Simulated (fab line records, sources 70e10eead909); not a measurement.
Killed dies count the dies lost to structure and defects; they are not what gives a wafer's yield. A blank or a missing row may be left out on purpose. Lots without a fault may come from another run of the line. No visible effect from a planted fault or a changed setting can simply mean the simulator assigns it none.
Chamber matching + flow nandHarc + NHARC_A_DECK1_JOINT_ETCHBACK_07 on rieSi-04: 4 sister chambers
The step etches the open film in HBr, target depth 105 nm, time 26.9 s. 14 wafers are shown with their chamber, then 7 later ones without.

WAFERS, EACH WITH ITS CHAMBER
| wafer  | chamber | oesProductAu (a.u.) | throttleValvePct (%) |
|--------|---------|---------------------|----------------------|
| L075.1 | 0       | 1.016               | 23.263               |
| L075.2 | 2       | 1.006               | 23.282               |
| L075.6 | 2       | 1.010               | 23.269               |
| L078.2 | 1       | 1.000               | 23.256               |
| L078.5 | 0       | 1.014               | 23.274               |
| L078.6 | 1       | 0.996               | 23.265               |
| L080.2 | 2       | 0.997               | 23.267               |
| L080.4 | 1       | 1.008               | 23.275               |
| L080.6 | 1       | 1.015               | 23.275               |
| L082.1 | 3       | 0.994               | 23.261               |
| L082.4 | 0       | 1.021               | 23.256               |
| L082.5 | 2       | 1.011               | 23.271               |
| L085.2 | 0       | 1.024               | 23.265               |
| L085.3 | 3       | 0.993               | 23.254               |

SIGNATURES (means of the wafers above)
| reading          | chamber 0 | chamber 1 | chamber 2 | chamber 3 | scatter within a chamber |
|------------------|-----------|-----------|-----------|-----------|--------------------------|
| oesProductAu     | 1.01875   | 1.00475   | 1.00600   | 0.99350   | 0.00632                  |
| throttleValvePct | 23.26450  | 23.26775  | 23.27225  | 23.25750  | 0.00758                  |
Rule: for each reading, subtract the chamber's mean from the wafer's reading, divide by that reading's scatter and square the result; add these up over the readings and take the root, which gives the wafer's distance from the chamber. The wafer belongs to the nearest chamber; if the next one is less than 2 further off, it can't be placed. The scatter: take each reading less its chamber's mean, square it, sum over the shown wafers, divide by the number of wafers less the number of chambers, and take the root.

WAFERS WHOSE CHAMBER IS MISSING
| wafer  | oesProductAu (a.u.) | throttleValvePct (%) |
|--------|---------------------|----------------------|
| L085.5 | 0.992               | 23.271               |
| L086.2 | 0.992               | 23.276               |
| L086.4 | 0.987               | 23.249               |
| L086.5 | 0.993               | 23.251               |
| L090.1 | 1.006               | 23.260               |
| L090.3 | 0.990               | 23.269               |
| L090.5 | 1.008               | 23.269               |

EACH ONE'S CHAMBER
| wafer  | from the rows above               | in truth                   |
|--------|-----------------------------------|----------------------------|
| L085.5 | can't be placed: 3 or 1 or 2      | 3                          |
| L086.2 | can't be placed: 2 or 1 or 3      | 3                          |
| L086.4 | 3                                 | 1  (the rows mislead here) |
| L086.5 | 3                                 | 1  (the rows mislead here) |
| L090.1 | can't be placed: 1 or 2 or 3 or 0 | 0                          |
| L090.3 | can't be placed: 3 or 1 or 2      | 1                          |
| L090.5 | can't be placed: 2 or 1 or 0      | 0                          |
0 of 7 placed correctly. Cannot be placed on the basis of these rows: 5; the candidates contain the true chamber in 5. Wrongly placed: 2.
